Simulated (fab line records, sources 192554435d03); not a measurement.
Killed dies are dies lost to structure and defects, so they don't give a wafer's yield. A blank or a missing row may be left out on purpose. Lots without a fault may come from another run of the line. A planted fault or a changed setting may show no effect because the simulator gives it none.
Which tool did it? | flow n5_finfet | 24 lots, 72 wafers sampled, at 4 steps of a route of 1938

WHAT THE GAUGES READ, wafer by wafer
N5_BEOL_M7_OVL_MEAS_29. Usual: V6_OVL -0.1 nm, standard deviation 0.67.
lot  | measured     | on         | V6_OVL (nm)    | flag
L074 | day 9 01:37  | overlay-02 | -0.8 1.1 -0.2  |
L075 | day 9 05:59  | overlay-02 | -0.3 -0.6 -0.3 |
L076 | day 9 11:52  | overlay-01 | 0.4 -0.6 0.2   |
L077 | day 9 11:42  | overlay-01 | 0.7 -0.4 -0.4  |
L078 | day 9 22:26  | overlay-02 | -0.6 -0.1 1.1  |
L079 | day 10 04:25 | overlay-01 | -1.3 1.3 0.1   |
L080 | day 10 11:10 | overlay-01 | -1.6 0.7 -0.4  |
L081 | day 10 18:32 | overlay-01 | -0.6 -1.1 -0.8 |
L082 | day 10 18:21 | overlay-01 | 0.0 0.1 0.2    |
L083 | day 11 01:50 | overlay-01 | 0.1 -0.1 -0.1  |
L085 | day 11 01:56 | overlay-01 | -0.3 -1.0 -0.8 |
L084 | day 11 04:01 | overlay-01 | -0.1 -0.7 0.3  |
L086 | day 12 09:46 | overlay-01 | 1.4 0.1 0.1    |
L087 | day 12 14:55 | overlay-01 | 0.1 0.7 -0.1   |
L089 | day 12 14:50 | overlay-02 | -0.2 0.2 0.3   |
L088 | day 13 02:26 | overlay-01 | -0.3 -0.1 -0.9 |
L091 | day 13 06:21 | overlay-02 | -0.8 0.3 0.1   |
L090 | day 13 23:44 | overlay-02 | 0.0 -0.3 -0.9  |
L092 | day 14 11:44 | overlay-01 | -0.3 0.1 -0.2  |
L093 | day 15 04:44 | overlay-02 | -0.7 -1.1 -0.2 |
L096 | day 15 05:13 | overlay-02 | 0.1 0.6 -0.3   |
L094 | day 15 08:08 | overlay-02 | -0.3 -0.4 0.2  |
L097 | day 16 02:46 | overlay-02 | 1.1 1.5 1.5    |
L095 | day 16 19:01 | overlay-01 | 0.1 -0.1 1.0   |

WHICH TOOL RAN EACH LOT (tool, then ch and the chambers of the sampled wafers, then the start)
lot  | N5_BEOL_M6_VIA_ETCH_34             | N5_BEOL_M6_PRE_CLEAN_45      | N5_BEOL_M7_ILD_DEP_00
L074 | rie_diel-05 ch 0,1,3, day 8 17:09  | pvd_sputter-03, day 8 17:59  | pecvd-02 ch 0,1,2, day 8 21:43
L075 | rie_diel-03 ch 1,2, day 8 22:44    | pvd_sputter-02, day 8 23:35  | pecvd-02 ch 1,2, day 9 02:55
L076 | rie_diel-01 ch 1,2, day 9 03:50    | pvd_sputter-02, day 9 04:53  | pecvd-02 ch 0,1,2, day 9 06:31
L077 | rie_diel-03 ch 0,2, day 9 04:13    | pvd_sputter-02, day 9 05:15  | pecvd-03 ch 0,1, day 9 07:05
L078 | rie_diel-01 ch 0,1,3, day 9 15:28  | pvd_sputter-01, day 9 17:25  | pecvd-03 ch 0,1,2, day 9 19:25
L079 | rie_diel-05 ch 0,1,2, day 9 20:38  | pvd_sputter-01, day 9 21:33  | pecvd-03 ch 0,1,2, day 10 00:07
L080 | rie_diel-03 ch 0,3, day 10 04:41   | pvd_sputter-03, day 10 05:40 | pecvd-03 ch 0,1,2, day 10 07:26
L081 | rie_diel-05 ch 2,3, day 10 10:02   | pvd_sputter-02, day 10 11:25 | pecvd-03 ch 0,1,2, day 10 13:08
L082 | rie_diel-03 ch 0,1, day 10 10:15   | pvd_sputter-02, day 10 11:30 | pecvd-03 ch 0,1, day 10 13:26
L083 | rie_diel-05 ch 1,3, day 10 19:17   | pvd_sputter-01, day 10 20:16 | pecvd-02 ch 0,2, day 10 22:19
L085 | rie_diel-01 ch 1,2,3, day 10 19:20 | pvd_sputter-01, day 10 20:20 | pecvd-02 ch 0,1,2, day 10 22:30
L084 | rie_diel-05 ch 2,3, day 10 21:23   | pvd_sputter-03, day 10 22:32 | pecvd-04 ch 0,1,2, day 11 00:32
L086 | rie_diel-01 ch 0,1, day 12 00:28   | pvd_sputter-03, day 12 02:18 | pecvd-04 ch 0,1,2, day 12 05:35
L087 | rie_diel-01 ch 2,3, day 12 05:09   | pvd_sputter-03, day 12 06:01 | pecvd-02 ch 0,1, day 12 09:01
L089 | rie_diel-05 ch 0,2,3, day 12 05:10 | pvd_sputter-01, day 12 07:45 | pecvd-02 ch 1,2, day 12 09:25
L088 | rie_diel-03 ch 0,1,3, day 12 17:32 | pvd_sputter-03, day 12 18:20 | pecvd-04 ch 0,1,2, day 12 21:38
L091 | rie_diel-01 ch 0,2,3, day 12 20:53 | pvd_sputter-03, day 12 22:01 | pecvd-02 ch 1,2, day 13 00:59
L090 | rie_diel-05 ch 0,1, day 13 17:55   | pvd_sputter-02, day 13 18:55 | pecvd-04 ch 0,2, day 13 20:49
L092 | rie_diel-01 ch 0,1,3, day 14 00:28 | pvd_sputter-01, day 14 01:49 | pecvd-02 ch 0,1, day 14 03:43
L093 | rie_diel-01 ch 1,2, day 14 22:42   | pvd_sputter-03, day 14 23:53 | pecvd-04 ch 1,2, day 15 01:30
L096 | rie_diel-05 ch 0,1,3, day 14 23:14 | pvd_sputter-02, day 15 00:14 | pecvd-03 ch 0,1,2, day 15 02:14
L094 | rie_diel-03 ch 0,3, day 14 23:15   | pvd_sputter-03, day 15 00:29 | pecvd-02 ch 0,2, day 15 04:11
L097 | rie_diel-01 ch 0,1,3, day 15 15:02 | pvd_sputter-02, day 15 19:37 | pecvd-03 ch 1,2, day 15 21:24
L095 | rie_diel-05 ch 0,1, day 16 03:11   | pvd_sputter-02, day 16 05:49 | pecvd-02 ch 0,1,2, day 16 07:31
- N5_BEOL_M6_VIA_ETCH_34: etches SiCOH lowk in C4F6/O2, target depth 126.3 nm, time 50.9 s.
- N5_BEOL_M6_PRE_CLEAN_45: time 30 s.
- N5_BEOL_M7_ILD_DEP_00: deposits SiCOH lowk from DEMS/porogen, target thk 179.75 nm, time 33.4 s.

WHAT THE TOOLS THEMSELVES READ (means of the sampled wafers that have a number; where no wafer has one, the mark that the record gives instead)
N5_BEOL_M6_VIA_ETCH_34. Usual: drypump_motor_current_A 5.8 A, standard deviation 0.39; oes_product_au 0.79 a.u., standard deviation 0.098; rf_vpp_V 666 V, standard deviation 14; showerhead_plenum_p_Torr 2.87 Torr, standard deviation 0.11; throttle_valve_pct 20.89 %, standard deviation 0.26.
lot  | tool        | drypump_motor_current_A (A) | oes_product_au (a.u.) | rf_vpp_V (V) | showerhead_plenum_p_Torr (Torr) | throttle_valve_pct (%) | flag
L074 | rie_diel-05 | 5.9                         | 0.70                  | 646          | 2.73                            | 20.87                  |
L075 | rie_diel-03 | 5.5                         | 0.67                  | 662          | 2.81                            | 21.13                  |
L076 | rie_diel-01 | 5.9                         | 0.88                  | 684          | 2.90                            | 20.69                  |
L077 | rie_diel-03 | 5.5                         | 0.68                  | 666          | 2.86                            | 21.25                  |
L078 | rie_diel-01 | 5.7                         | 0.84                  | 671          | 2.96                            | 20.91                  |
L079 | rie_diel-05 | 5.9                         | 0.69                  | 658          | 2.81                            | 21.00                  |
L080 | rie_diel-03 | 5.9                         | 0.69                  | 671          | 2.85                            | 21.14                  |
L081 | rie_diel-05 | 6.1                         | 0.72                  | 668          | 2.86                            | 21.01                  |
L082 | rie_diel-03 | 6.2                         | 0.77                  | 669          | 2.88                            | 20.84                  |
L083 | rie_diel-05 | 5.7                         | 0.67                  | 648          | 2.75                            | 20.95                  |
L085 | rie_diel-01 | 5.8                         | 0.86                  | 673          | 2.93                            | 20.89                  |
L084 | rie_diel-05 | 6.1                         | 0.71                  | 668          | 2.85                            | 21.02                  |
L086 | rie_diel-01 | 5.5                         | 0.78                  | 678          | 2.93                            | 20.81                  |
L087 | rie_diel-01 | 5.7                         | 0.86                  | 664          | 2.97                            | 21.07                  |
L089 | rie_diel-05 | 6.1                         | 0.77                  | 659          | 2.88                            | 20.82                  |
L088 | rie_diel-03 | 5.8                         | 0.76                  | 665          | 2.80                            | 20.88                  |
L091 | rie_diel-01 | 5.5                         | 0.81                  | 671          | 2.95                            | 20.94                  |
L090 | rie_diel-05 | 5.7                         | 0.90                  | 651          | 2.86                            | 20.61                  |
L092 | rie_diel-01 | 5.6                         | 0.80                  | 672          | 2.95                            | 20.98                  |
L093 | rie_diel-01 | 5.9                         | 0.82                  | 683          | 2.87                            | 20.77                  |
L096 | rie_diel-05 | 5.9                         | 0.92                  | 652          | 2.93                            | 20.56                  |
L094 | rie_diel-03 | 5.8                         | 0.87                  | 670          | 2.83                            | 20.91                  |
L097 | rie_diel-01 | 5.7                         | 0.79                  | 671          | 2.94                            | 20.98                  |
L095 | rie_diel-05 | 5.9                         | 0.86                  | 652          | 2.93                            | 20.59                  |

N5_BEOL_M6_PRE_CLEAN_45. Usual: heater_power_w 335 W, standard deviation 29.
lot  | tool           | heater_power_w (W) | flag
L074 | pvd_sputter-03 | 359                |
L075 | pvd_sputter-02 | 316                |
L076 | pvd_sputter-02 | 327                |
L077 | pvd_sputter-02 | 326                |
L078 | pvd_sputter-01 | 320                |
L079 | pvd_sputter-01 | 323                |
L080 | pvd_sputter-03 | 349                |
L081 | pvd_sputter-02 | 318                |
L082 | pvd_sputter-02 | 335                |
L083 | pvd_sputter-01 | 315                |
L085 | pvd_sputter-01 | 316                |
L084 | pvd_sputter-03 | 397                |
L086 | pvd_sputter-03 | 343                |
L087 | pvd_sputter-03 | 322                |
L089 | pvd_sputter-01 | 322                |
L088 | pvd_sputter-03 | 357                |
L091 | pvd_sputter-03 | 377                |
L090 | pvd_sputter-02 | 320                |
L092 | pvd_sputter-01 | 321                |
L093 | pvd_sputter-03 | 354                |
L096 | pvd_sputter-02 | 319                |
L094 | pvd_sputter-03 | 355                |
L097 | pvd_sputter-02 | 348                |
L095 | pvd_sputter-02 | 321                |

N5_BEOL_M7_ILD_DEP_00. Usual: heater_power_w 322 W, standard deviation 59; showerhead_plenum_p_Torr 5.745 Torr, standard deviation 0.02; throttle_valve_pct 13.9 %, standard deviation 1.1.
lot  | tool     | heater_power_w (W) | showerhead_plenum_p_Torr (Torr) | throttle_valve_pct (%) | flag
L074 | pecvd-02 | 330                | 5.739                           | 13.8                   |
L075 | pecvd-02 | 380                | 5.750                           | 14.2                   |
L076 | pecvd-02 | 340                | 5.743                           | 13.8                   |
L077 | pecvd-03 | 325                | 5.769                           | 14.9                   |
L078 | pecvd-03 | 301                | 5.754                           | 13.9                   |
L079 | pecvd-03 | 289                | 5.767                           | 13.7                   |
L080 | pecvd-03 | 299                | 5.754                           | 14.0                   |
L081 | pecvd-03 | 316                | 5.755                           | 14.2                   |
L082 | pecvd-03 | 344                | 5.773                           | 14.6                   |
L083 | pecvd-02 | 346                | 5.731                           | 13.1                   |
L085 | pecvd-02 | 356                | 5.731                           | 13.4                   |
L084 | pecvd-04 | 310                | 5.738                           | 14.7                   |
L086 | pecvd-04 | 319                | 5.742                           | 14.7                   |
L087 | pecvd-02 | 376                | 5.738                           | 14.2                   |
L089 | pecvd-02 | 329                | 5.746                           | 13.1                   |
L088 | pecvd-04 | 333                | 5.733                           | 14.6                   |
L091 | pecvd-02 | 370                | 5.740                           | 13.9                   |
L090 | pecvd-04 | 371                | 5.733                           | 15.1                   |
L092 | pecvd-02 | 346                | 5.745                           | 13.7                   |
L093 | pecvd-04 | 262                | 5.724                           | 14.4                   |
L096 | pecvd-03 | 305                | 5.760                           | 14.1                   |
L094 | pecvd-02 | 331                | 5.736                           | 12.9                   |
L097 | pecvd-03 | 290                | 5.758                           | 13.8                   |
L095 | pecvd-02 | 332                | 5.742                           | 13.5                   |

THE ANSWER, worked out from the rows above alone
Rule: a lot is off if the mean of its wafers that have a number lies more than 3 standard deviations from the usual mean. A lot without any number at a reading at which 4 lots or more have one is off too. The other lots that the step has rows for count as sound. The gauges are gone through in route order, then the tools' own readings, and for those a lot's mean is taken as printed above. The first step at which some lot is off is used, and at that step the reading that is off furthest; a lot without a number counts as furthest.
No lot is off at any reading shown: from this, nothing can be told.

WHAT THE SIMULATOR HAD PUT IN
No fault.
